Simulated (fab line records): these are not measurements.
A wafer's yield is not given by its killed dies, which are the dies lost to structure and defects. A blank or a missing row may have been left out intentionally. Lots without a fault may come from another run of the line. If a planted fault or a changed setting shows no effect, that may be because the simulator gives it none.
fab line records	flow nandHarc
record: lots: 7	wafers: 21	lastDay: 24
route steps=1159 shown P_BONDPAD@364 END@1159
lots with no fault: from the same line, run without faults
startH: hours from the record's opening day to when the first of the lot's shown wafers began	waitH: time in hours since the lot's previous step	" identical to the entry in the row above	L1.1+2: several wafers, shown together as one row	- either no value or no given start	* or withheld: withheld	< > ~ a bound
route shown NAME@n: NAME is a module with steps in the file, n the number in the route of the first one	usual: mean/standard deviation of fault-free wafers	same: alike in all rows	chamber/n: place in a boat	sites: readings site by site	_std_site: standard deviation across them	_edge_site: inner sites' mean taken away from outer sites' mean	radiusMm: for every site, how far away it sits from the centre of the wafer	mask NAME#n: copy n	behind: the last tool/chamber to shape the wafer	hold: what put the lot on hold/how long, in hours/how the hold closed	device: the n, p or np transistor that did not switch	end of line: the same wafers' tests at the end of the route	a step without rows: its recipe alone	killed: at the first sort, the dies lost to defects and structure; wafer yield is something else	map: the dies of a wafer, with x for killed, . for not killed, _ for no die there
set.NAME: setting as actually run; set.NAME@STEP: the setting as run at that earlier step	model.NAME: the simulator's own value behind a step, which no gauge read
lots at selected steps of the route; one table per step, one row per wafer
services: from which hour (startH, from the record's first day; less than 0 if before it) a tool's chamber was out of use, for how many hours, and why
== steps ==
step: NHARC_P_BONDPAD_CD_MEAS_09
recipe: targetCdNm: 500	landingEnergyEv: 500
usual: cdNm: 500.0/1.5
lot.wafer	tool	chamber	startH	waitH	cdNm
L156.1	cdSem-03	0	140.07	-	501.4
L156.3	"	0	"	"	500.8
L156.5	"	0	"	"	501.2
L158.3	cdSem-03	0	148.08	-	502.3
L158.4	"	0	"	"	503.3
L158.6	"	0	"	"	501.7
L162.1	cdSem-03	0	173.44	-	500.4
L162.5	"	0	"	"	500.5
L162.6	"	0	"	"	500.5
L166.2	cdSem-03	0	198.43	-	500.0
L166.3	"	0	"	"	500.5
L166.5	"	0	"	"	501.5
L170.2	cdSem-01	0	227.79	-	500.5
L170.3	"	0	"	"	500.6
L170.6	"	0	"	"	502.6
L171.2	cdSem-03	0	228.16	-	499.9
L171.4	"	0	"	"	499.4
L171.6	"	0	"	"	502.9
L176.4	cdSem-02	0	251.73	-	501.8
L176.5	"	0	"	"	501.2
L176.6	"	0	"	"	500.5
step: NHARC_P_BONDPAD_OVL_MEAS_38
usual: overlayXNm: 1/7.3	overlayYNm: 0/5.8
lot.wafer	tool	chamber	startH	waitH	overlayXNm	overlayYNm
L156.1	overlay-01	-	140.15	-	2	-12
L156.3	"	-	"	"	2	-12
L156.5	"	-	"	"	2	-12
L158.3	overlay-01	-	148.16	-	5	10
L158.4	"	-	"	"	6	9
L158.6	"	-	"	"	6	9
L162.1	overlay-02	-	173.53	-	11	-6
L162.5	"	-	"	"	11	-6
L162.6	"	-	"	"	11	-6
L166.2	overlay-02	-	198.52	-	9	-7
L166.3	"	-	"	"	9	-7
L166.5	"	-	"	"	10	-7
L170.2	overlay-02	-	227.89	-	1	4
L170.3	"	-	"	"	2	4
L170.6	"	-	"	"	2	4
L171.2	overlay-01	-	228.24	-	-2	8
L171.4	"	-	"	"	-1	8
L171.6	"	-	"	"	-2	8
L176.4	overlay-02	-	251.81	-	-12	1
L176.5	"	-	"	"	-11	2
L176.6	"	-	"	"	-11	1
step: NHARC_P_BONDPAD_HARDBAKE_10
recipe: tempC: 118	timeS: 65
step: NHARC_P_BONDPAD_DESCUM_11
recipe: timeS: 3	o2FlowSccm: 200	arFlowSccm: 0	biasPowerW: 0	chemistry: O2
step: NHARC_P_BONDPAD_ETCH_37
recipe: targetDepthA: 600	overetchA: 180	timeS: 65.91	ionEnergyEv: 200	n2FlowSccm: 150	h2FlowSccm: 150	arFlowSccm: 0	rfW: 400	biasW: 150	chemistry: N2/H2
usual: drypumpMotorCurrentA: 5.6/0.41	oesProductAu: 1.001/0.0068	rfVppV: 430.3/2.3	showerheadPlenumPTorr: 2.03/0.084	throttleValvePct: 14.170/0.0082
lot.wafer	tool	chamber	startH	waitH	drypumpMotorCurrentA	oesProductAu	rfHoursCounterH	rfVppV	showerheadPlenumPTorr	throttleValvePct
L156.3	rieDiel-07	1	140.43	0.1	5.6	0.990	26	426.4	1.93	14.172
L156.1	"	2	"	"	6.0	1.005	26	428.8	1.95	14.170
L156.5	"	1	"	"	5.6	0.994	-	428.7	1.93	14.170
L158.3	rieDiel-12	2	148.37	0.1	6.1	0.995	12	428.3	1.96	14.171
L158.4	"	3	"	"	4.8	1.005	11	431.9	2.04	14.171
L158.6	"	3	"	"	4.9	0.998	-	432.3	2.04	14.164
L162.1	rieDiel-07	3	173.75	0.1	5.7	1.000	43	431.8	2.10	14.175
L162.5	"	1	"	"	5.6	0.996	-	427.4	1.92	14.168
L162.6	"	2	"	"	6.1	1.007	-	428.4	1.94	14.177
L166.2	rieDiel-12	0	198.74	0.1	5.7	1.001	17	432.6	2.11	14.167
L166.3	"	2	"	"	6.1	0.999	17	428.3	1.96	14.168
L166.5	"	0	"	"	5.7	0.996	-	432.7	2.11	14.167
L170.2	rieDiel-12	0	228.11	0.1	5.7	1.010	2	431.4	2.11	14.165
L170.3	"	3	"	"	4.8	0.999	1	429.2	2.03	14.160
L170.6	"	2	"	"	6.0	1.005	-	430.0	1.96	14.180
L171.2	rieDiel-12	2	228.58	0.2	6.1	1.006	2	428.4	1.96	14.171
L171.6	"	2	"	"	6.0	1.003	-	427.5	1.96	14.175
L171.4	"	3	"	"	4.8	1.004	-	431.8	2.03	14.177
L176.5	rieDiel-12	0	252.06	0.1	5.7	0.996	-	432.8	2.11	14.174
L176.6	"	1	"	"	5.6	0.994	-	433.5	2.14	14.162
L176.4	"	2	"	"	6.1	0.993	-	428.5	1.96	14.187
step: NHARC_P_BONDPAD_ETCH_12
recipe: targetDepthA: 2000	timeS: 100	chf3FlowSccm: 50	o2FlowSccm: 10	arFlowSccm: 200	rfW: 500	biasW: 200	chemistry: CHF3/O2
usual: chf3FlowSccm: 50.02/0.14	drypumpMotorCurrentA: 5.6/0.4	oesProductAu: 0.942/0.021	rfVppV: 370.4/2.3	showerheadPlenumPTorr: 2.39/0.092	throttleValvePct: 20.572/0.0087
lot.wafer	tool	chamber	startH	waitH	chf3FlowSccm	drypumpMotorCurrentA	oesProductAu	rfHoursCounterH	rfVppV	showerheadPlenumPTorr	throttleValvePct
L156.1	rieDiel-07	3	-	-	50.16	5.7	0.921	29	371.6	2.48	20.553
L156.3	"	0	"	"	50.32	6.3	0.915	29	365.8	2.24	20.570
L156.5	"	2	"	"	50.10	6.0	0.920	-	368.6	2.30	20.583
L158.4	rieDiel-12	2	-	-	50.31	6.1	0.921	12	369.9	2.32	20.591
L158.3	"	3	"	"	49.98	4.9	0.923	11	370.8	2.40	20.567
L158.6	"	3	"	"	50.10	4.9	0.925	-	371.4	2.40	20.572
L162.1	rieDiel-07	3	-	-	50.13	5.7	0.930	43	373.3	2.47	20.573
L162.6	"	1	"	"	50.25	5.6	0.924	-	367.5	2.27	20.578
L162.5	"	2	"	"	49.91	6.0	0.930	-	369.4	2.30	20.560
L166.3	rieDiel-12	0	-	-	50.29	5.7	0.950	17	370.8	2.48	20.561
L166.2	"	1	"	"	49.86	5.6	0.972	15	372.8	2.52	20.573
L166.5	"	0	"	"	50.08	5.7	0.963	-	373.2	2.48	20.558
L170.3	rieDiel-12	0	-	-	50.03	5.7	0.962	2	373.5	2.48	20.566
L170.2	"	2	"	"	50.19	6.1	0.969	2	369.0	2.32	20.589
L170.6	"	2	"	"	50.11	6.1	0.972	-	368.5	2.32	20.577
L171.2	rieDiel-12	2	-	-	50.09	6.1	0.946	2	369.5	2.32	20.562
L171.4	"	2	"	"	50.19	6.1	0.951	-	369.0	2.32	20.567
L171.6	"	3	"	"	50.08	4.9	0.944	-	371.1	2.40	20.560
L176.6	rieDiel-12	2	-	-	49.99	6.0	0.968	-	368.2	2.31	20.582
L176.5	"	0	"	"	49.81	5.7	0.956	-	372.6	2.47	20.582
L176.4	"	1	"	"	49.98	5.6	0.961	-	372.9	2.51	20.568
step: NHARC_P_BONDPAD_CD_MEAS_13
usual: cdNm: 499.4/1.6
lot.wafer	tool	chamber	startH	waitH	cdNm
L156.1	cdSem-01	-	141.02	-	500.9
L156.3	"	-	"	"	500.1
L156.5	"	-	"	"	501.0
L158.3	cdSem-01	-	148.60	-	501.3
L158.4	"	-	"	"	502.7
L158.6	"	-	"	"	500.4
L162.1	cdSem-03	-	173.97	-	500.3
L162.5	"	-	"	"	498.9
L162.6	"	-	"	"	500.4
L166.2	cdSem-03	-	198.96	-	498.8
L166.3	"	-	"	"	499.6
L166.5	"	-	"	"	500.3
L170.2	cdSem-03	-	228.37	-	499.6
L170.3	"	-	"	"	499.7
L170.6	"	-	"	"	502.9
L171.2	cdSem-01	-	228.84	-	500.6
L171.4	"	-	"	"	499.1
L171.6	"	-	"	"	503.1
L176.4	cdSem-01	-	252.30	-	501.0
L176.5	"	-	"	"	500.6
L176.6	"	-	"	"	500.2
step: NHARC_P_BONDPAD_STRIP_15
recipe: o2FlowSccm: 500	arFlowSccm: 0	biasW: 0	chemistry: O2
usual: drypumpMotorCurrentA: 5.6/0.43	oesProductAu: 1.002/0.0068	rfVppV: 57.8/0.8	showerheadPlenumPTorr: 3.53/0.13	throttleValvePct: 17.037/0.0096
lot.wafer	tool	chamber	startH	waitH	drypumpMotorCurrentA	oesProductAu	rfHoursCounterH	rfVppV	showerheadPlenumPTorr	throttleValvePct
L156.1	rieDiel-12	3	141.12	0.1	4.8	1.010	11	57.0	3.52	17.040
L156.3	"	0	"	"	5.7	1.000	12	57.9	3.64	17.029
L156.5	"	0	"	"	5.7	1.007	-	58.8	3.64	17.050
L158.3	rieDiel-12	2	148.67	0.1	6.1	1.004	12	57.4	3.41	17.039
L158.4	"	3	"	"	4.8	0.991	11	58.6	3.52	17.048
L158.6	"	3	"	"	4.8	0.999	-	57.1	3.52	17.032
L162.1	rieDiel-07	0	174.04	0.1	6.3	1.003	44	56.9	3.29	17.049
L162.6	"	0	"	"	6.3	1.000	-	57.2	3.29	17.043
L162.5	"	1	"	"	5.6	1.000	-	56.4	3.34	17.032
L166.3	rieDiel-12	3	199.03	0.1	4.8	1.000	14	57.4	3.52	17.043
L166.2	"	0	"	"	5.7	1.002	17	57.9	3.64	17.029
L166.5	"	0	"	"	5.7	1.016	-	57.4	3.63	17.036
L170.3	rieDiel-12	3	228.47	0.1	4.9	0.995	1	57.9	3.52	17.050
L170.2	"	0	"	"	5.7	1.005	2	57.0	3.63	17.052
L170.6	"	3	"	"	4.9	1.011	-	56.6	3.52	17.058
L171.2	rieDiel-12	2	228.93	0.1	6.1	0.994	2	57.6	3.40	17.039
L171.4	"	0	"	"	5.7	1.010	-	57.7	3.63	17.036
L171.6	"	3	"	"	4.8	0.992	-	57.9	3.52	17.028
L176.4	rieDiel-12	2	252.43	0.1	6.1	1.003	-	56.8	3.40	17.037
L176.5	"	0	"	"	5.7	0.991	-	58.5	3.63	17.029
L176.6	"	1	"	"	5.6	0.997	-	58.9	3.69	17.036
step: NHARC_P_BONDPAD_ETCH_24
recipe: targetDepthA: 300	overEtchFrac: 0.3	timeS: 72.99	ionEnergyEv: 150	cf4FlowSccm: 50	n2FlowSccm: 100	arFlowSccm: 150	rfW: 300	biasW: 100	chemistry: CF4/N2
step: NHARC_P_BONDPAD_STRIP_16
recipe: timeS: 600	tempC: 30	chemistry: postEtchResidueRemover
step: NHARC_P_BONDPAD_DEGAS_25
recipe: tempC: 300	timeS: 60
step: NHARC_P_BONDPAD_PRE_CLEAN_26
recipe: timeS: 30	tempC: 280	gas: H2/He
usual: heaterPowerW: 409/47	susceptorTempC: 280.03/0.15
lot.wafer	tool	chamber	startH	waitH	heaterPowerW	susceptorTempC
L156.1	pvdSputter-01	-	-	-	422	280.00
L156.3	"	-	"	"	387	280.44
L156.5	"	-	"	"	386	280.26
L158.4	pvdSputter-01	-	-	-	415	280.12
L158.3	"	-	"	"	452	279.59
L158.6	"	-	"	"	415	279.97
L162.1	pvdSputter-03	-	-	-	482	279.98
L162.6	"	-	"	"	349	280.08
L162.5	"	-	"	"	430	280.16
L166.2	pvdSputter-03	-	-	-	494	279.94
L166.3	"	-	"	"	435	279.84
L166.5	"	-	"	"	488	280.19
L170.3	pvdSputter-02	-	-	-	369	279.74
L170.2	"	-	"	"	330	279.83
L170.6	"	-	"	"	337	280.09
L171.4	pvdSputter-01	-	-	-	411	279.89
L171.2	"	-	"	"	403	279.93
L171.6	"	-	"	"	367	279.71
L176.4	pvdSputter-03	-	-	-	451	279.97
L176.6	"	-	"	"	347	279.85
L176.5	"	-	"	"	421	280.31
step: NHARC_P_BONDPAD_PVD_17
recipe: targetThkA: 50	biasV: 168.6	powerW: 15000	chamberPressurePa: 0.12	timeS: 8.06	substrateTempC: 50	material: TaN
usual: throttleValvePct: 29.8/0.88
lot.wafer	tool	chamber	startH	waitH	throttleValvePct
L156.3	pvdSputter-01	-	141.85	-	28.8
L156.1	"	-	"	"	30.2
L156.5	"	-	"	"	30.8
L158.3	pvdSputter-01	-	149.33	-	29.9
L158.4	"	-	"	"	30.2
L158.6	"	-	"	"	30.1
L158.3	pvdSputter-01	-	149.60	-	30.1
L158.4	"	-	"	"	30.2
L158.6	"	-	"	"	30.2
L162.1	pvdSputter-03	-	174.71	-	29.3
L162.6	"	-	"	"	29.7
L162.5	"	-	"	"	29.9
L162.1	pvdSputter-03	-	174.97	-	29.6
L162.6	"	-	"	"	29.5
L162.5	"	-	"	"	29.5
L166.2	pvdSputter-03	-	199.71	-	29.7
L166.3	"	-	"	"	29.7
L166.5	"	-	"	"	29.7
L166.2	pvdSputter-03	-	199.98	-	29.4
L166.3	"	-	"	"	29.7
L166.5	"	-	"	"	29.4
L170.2	pvdSputter-02	-	229.15	-	31.3
L170.3	"	-	"	"	29.6
L170.6	"	-	"	"	30.3
L171.2	pvdSputter-01	-	229.63	-	30.5
L171.4	"	-	"	"	30.1
L171.6	"	-	"	"	28.5
L176.4	pvdSputter-03	-	253.08	-	29.4
L176.6	"	-	"	"	29.2
L176.5	"	-	"	"	29.8
step: NHARC_P_BONDPAD_PVD_27
recipe: targetThkA: 300	chamberPressurePa: 5	powerW: 5000	substrateTempC: 30	timeS: 20.49	material: Cu
usual: throttleValvePct: 29.8/0.99
lot.wafer	tool	chamber	startH	waitH	throttleValvePct
L156.1	pvdSputter-01	-	-	-	30.5
L156.3	"	-	"	"	30.0
L156.5	"	-	"	"	30.8
L158.4	pvdSputter-01	-	-	-	30.8
L158.3	"	-	"	"	29.9
L158.6	"	-	"	"	30.2
L162.1	pvdSputter-03	-	-	-	29.6
L162.6	"	-	"	"	29.5
L162.5	"	-	"	"	29.6
L166.3	pvdSputter-03	-	-	-	29.6
L166.2	"	-	"	"	27.8
L166.5	"	-	"	"	29.6
L170.3	pvdSputter-02	-	-	-	31.2
L170.2	"	-	"	"	30.6
L170.6	"	-	"	"	30.5
L171.4	pvdSputter-01	-	-	-	30.2
L171.2	"	-	"	"	30.5
L171.6	"	-	"	"	30.0
L176.4	pvdSputter-03	-	-	-	27.6
L176.6	"	-	"	"	29.9
L176.5	"	-	"	"	27.8
step: NHARC_END_SORT_01
recipe: tempC: 25
usual: defectLimitedYield: 95.3/1.7	killedAtArray: 28/12	killedAtOther: 0.8/1.1	killedAtPeriphery: 3.6/2.3	killedDies: 32/12	killedOpen: 3.4/1.9	killedShort: 2.0/1.3	sort_bin_2_pct: 1.4/0.61	sort_bin_3_pct: 0.26/0.22	sort_bin_4_pct: 3.0/1.2	sortNPass: 645/12	sortRimYieldPct: 95.8/2.9	sortYieldPct: 95.3/1.7
same: grossDies: 677	sort_bin_5_pct[%]: 0	sort_bin_6_pct[%]: 0	sort_bin_7_pct[%]: 0	sort_bin_8_pct[%]: 0	sortRimNGross: 106.00
lot.wafer	tool	chamber	startH	waitH	defectLimitedYield[%]	killedAtArray	killedAtOther	killedAtPeriphery	killedDies	killedOpen	killedShort	sort_bin_2_pct[%]	sort_bin_3_pct[%]	sort_bin_4_pct[%]	sortNPass	sortRimYieldPct[%]	sortYieldPct[%]
L156.1	prober-01	0	448.73	2.5	96.8	21	0	1	22	2	2	1.6	0.15	1.5	655	97.2	96.8
L156.3	prober-01	0	450.34	3.1	96.6	22	0	1	23	1	3	0.6	0.30	2.5	654	98.1	96.6
L156.5	prober-01	0	451.96	3.7	97.6	16	0	0	16	2	0	0.7	0.30	1.3	661	100.0	97.6
L158.3	prober-02	0	450.31	3.1	95.9	28	0	0	28	2	1	1.0	0.44	2.7	649	96.2	95.9
L158.4	prober-02	0	451.09	3.4	94.8	32	0	3	35	6	0	1.8	0	3.4	642	96.2	94.8
L158.6	prober-02	0	452.66	3.9	95.4	29	0	2	31	3	1	0.9	0.30	3.4	646	97.2	95.4
L162.1	prober-01	0	482.63	2.5	95.1	28	1	4	33	8	4	0.9	0.15	3.8	644	97.2	95.1
L162.5	prober-01	0	485.83	3.7	97.0	16	1	3	20	3	1	0.9	0.15	1.9	657	99.1	97.0
L162.6	prober-01	0	486.63	4.0	97.8	9	3	3	15	3	2	0.4	0.15	1.6	662	98.1	97.8
L170.2	prober-01	0	537.03	2.8	94.4	34	0	4	38	4	3	2.2	0.30	3.1	639	91.5	94.4
L170.3	prober-01	0	537.84	3.1	95.3	30	2	0	32	2	3	1.3	0.15	3.2	645	89.6	95.3
L170.6	prober-01	0	540.25	4.0	96.3	23	0	2	25	4	3	0.6	0.44	2.7	652	94.3	96.3
L171.2	prober-02	0	537.09	2.8	93.1	42	2	3	47	3	1	1.6	0.15	5.2	630	95.3	93.1
L171.4	prober-02	0	538.68	3.4	93.9	33	4	4	41	3	0	1.9	0.30	3.8	636	96.2	93.9
L171.6	prober-02	0	540.27	4.0	92.2	45	1	7	53	6	4	1.6	0.15	6.1	624	92.5	92.2
killed by level:class
L156.1 A_SLIT:chamberFilmFlake=9 A_CHANNEL_HOLE_D1:chamberFilmFlake=4 A_WL_FILL:chamberFilmFlake=2 A_CONTACT:chamberFilmFlake=2 P_CONTACT:geometricParticle:short=1 A_ONON_D1:geometricParticle:short=1 A_WL_FILL:geometricParticle:open=1 A_BLC:geometricParticle:open=1
L158.3 A_CHANNEL_HOLE_D1:chamberFilmFlake=15 A_SLIT:chamberFilmFlake=5 A_CONTACT:chamberFilmFlake=4 A_CONTACT:geometricParticle:open=1 A_SOURCE_PLATE:geometricParticle:short=1 A_M0:geometricParticle:open=1 A_STAIRCASE:chamberFilmFlake=1
L156.3 A_SLIT:chamberFilmFlake=10 A_CHANNEL_HOLE_D1:chamberFilmFlake=3 A_WL_FILL:geometricParticle:short=2 A_CONTACT:chamberFilmFlake=2 A_SOURCE_PLATE:geometricParticle:open=1 A_ONON_D1:geometricParticle:short=1 P_M2:chamberFilmFlake=1 A_CHANNEL_FILL_D1:chamberFilmFlake=1
L158.4 A_CHANNEL_HOLE_D1:chamberFilmFlake=14 A_SLIT:chamberFilmFlake=9 P_STI:chamberFilmFlake=3 A_WL_FILL:geometricParticle:open=2 A_CONTACT:chamberFilmFlake=2 A_SGD_CUT:geometricParticle:open=1 A_CONTACT:geometricParticle:open=1 A_BLC:geometricParticle:open=1
L156.5 A_SLIT:chamberFilmFlake=8 A_CONTACT:geometricParticle:open=2 A_CHANNEL_HOLE_D1:chamberFilmFlake=2 A_WL_FILL:chamberFilmFlake=2 A_STAIRCASE:chamberFilmFlake=1 A_CONTACT:chamberFilmFlake=1
L158.6 A_CHANNEL_HOLE_D1:chamberFilmFlake=12 A_SLIT:chamberFilmFlake=10 A_CONTACT:chamberFilmFlake=4 P_M0:geometricParticle:open=1 A_CHANNEL_FILL_D1:geometricParticle:open=1 A_M1:geometricParticle:short=1 A_M1:geometricParticle:open=1 P_ZERO_WELL:chamberFilmFlake=1
L162.1 A_CHANNEL_HOLE_D1:chamberFilmFlake=5 A_M1:chamberFilmFlake=5 A_CONTACT:geometricParticle:open=4 A_CHANNEL_FILL_D1:chamberFilmFlake=3 A_CHANNEL_FILL_D1:geometricParticle:open=2 A_M0:geometricParticle:open=2 P_CONTACT:chamberFilmFlake=2 A_ZERO_WELL:chamberFilmFlake=2
L162.5 A_CHANNEL_HOLE_D1:chamberFilmFlake=4 A_STAIRCASE:chamberFilmFlake=3 A_M0:geometricParticle:open=2 P_CONTACT:chamberFilmFlake=2 A_CHANNEL_FILL_D1:chamberFilmFlake=2 A_M1:chamberFilmFlake=2 A_CHANNEL_HOLE_D1:geometricParticle:short=1 A_CONTACT:geometricParticle:open=1
L162.6 A_M1:chamberFilmFlake=3 THIN_TSV:chamberFilmFlake=3 P_STI:chamberFilmFlake=2 P_GATE:geometricParticle:open=1 A_SOURCE_PLATE:geometricParticle:short=1 A_CHANNEL_FILL_D1:geometricParticle:short=1 A_CONTACT:geometricParticle:open=1 A_M1:geometricParticle:open=1
L170.2 A_CHANNEL_HOLE_D1:chamberFilmFlake=23 A_WL_FILL:chamberFilmFlake=3 A_CONTACT:chamberFilmFlake=3 A_CONTACT:geometricParticle:open=2 P_CONTACT:geometricParticle:short=1 P_M0:geometricParticle:open=1 P_M0:geometricParticle:short=1 A_ONON_D1:geometricParticle:short=1
L171.2 A_SLIT:chamberFilmFlake=20 A_CHANNEL_HOLE_D1:chamberFilmFlake=8 A_STAIRCASE:chamberFilmFlake=7 P_ZERO_WELL:chamberFilmFlake=2 A_CONTACT:chamberFilmFlake=2 THIN_TSV:chamberFilmFlake=2 A_ONON_D1:geometricParticle:open=1 A_ONON_D1:geometricParticle:short=1
L170.3 A_CHANNEL_HOLE_D1:chamberFilmFlake=17 A_WL_FILL:chamberFilmFlake=6 A_CONTACT:chamberFilmFlake=3 A_WL_FILL:geometricParticle:short=1 A_CONTACT:geometricParticle:short=1 A_CONTACT:geometricParticle:open=1 STARTING-WAFER:geometricParticle:short=1 STARTING-WAFER:geometricParticle:open=1
L171.4 A_SLIT:chamberFilmFlake=14 A_STAIRCASE:chamberFilmFlake=7 A_CHANNEL_HOLE_D1:chamberFilmFlake=6 P_ZERO_WELL:chamberFilmFlake=4 THIN_TSV:chamberFilmFlake=4 A_CONTACT:chamberFilmFlake=2 A_CHANNEL_FILL_D1:geometricParticle:open=1 A_CONTACT:geometricParticle:open=1
L170.6 A_CHANNEL_HOLE_D1:chamberFilmFlake=10 A_CONTACT:chamberFilmFlake=4 A_SOURCE_PLATE:geometricParticle:open=1 A_ONON_D1:geometricParticle:open=1 A_CONTACT:geometricParticle:open=1 A_CHANNEL_FILL_D1:geometricParticle:short=1 A_STAIRCASE:geometricParticle:open=1 A_WL_FILL:geometricParticle:short=1
L171.6 A_SLIT:chamberFilmFlake=16 A_CHANNEL_HOLE_D1:chamberFilmFlake=7 A_STAIRCASE:chamberFilmFlake=7 A_CONTACT:geometricParticle:open=5 P_ZERO_WELL:chamberFilmFlake=5 A_CONTACT:chamberFilmFlake=3 A_WL_FILL:chamberFilmFlake=3 A_WL_FILL:geometricParticle:short=2
== services ==
tool	chamber	startH	hours	kind
pvdSputter-01	-	129.11	5.5	repair
rieDiel-12	0	132.42	-	clean
rieDiel-12	1	132.42	-	clean
rieDiel-12	2	132.42	-	clean
rieDiel-12	3	132.42	-	clean
rieDiel-12	2	141.04	1.8	repair
rieDiel-12	0	156.92	-	clean
rieDiel-12	1	156.92	-	clean
rieDiel-12	2	156.92	-	clean
rieDiel-12	3	156.92	-	clean
pvdSputter-01	-	158.02	10.0	pm
rieDiel-12	3	169.24	20.2	repair
rieDiel-12	0	175.37	2.7	repair
rieDiel-07	2	177.36	4.5	repair
rieDiel-12	0	181.42	-	clean
rieDiel-12	1	181.42	-	clean
pvdSputter-01	-	183.89	9.4	repair
rieDiel-12	-	202.43	9.0	pm
pvdSputter-02	-	214.00	10.0	pm
pvdSputter-03	-	218.39	12.4	repair
rieDiel-12	1	226.65	5.4	repair
rieDiel-07	-	228.37	9.0	pm
rieDiel-07	0	241.42	3.2	repair
rieDiel-12	3	248.53	10.9	repair
== key ==
firstSign: step: NHARC_P_BONDPAD_PVD_17	reading: visit	direction: added
effect none on later readings
metAt NHARC_P_BONDPAD_PVD_17
struckWafers L158.3,L158.4,L158.6,L162.1,L162.5,L162.6,L166.2,L166.3,L166.5
fault: kind: repeatedStepWhole	tool: pvdSputter-01,pvdSputter-02,pvdSputter-03	chamber: -	onsetH: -	steps: NHARC_P_BONDPAD_PVD_17	times: 1	scope: struckLotsOnly
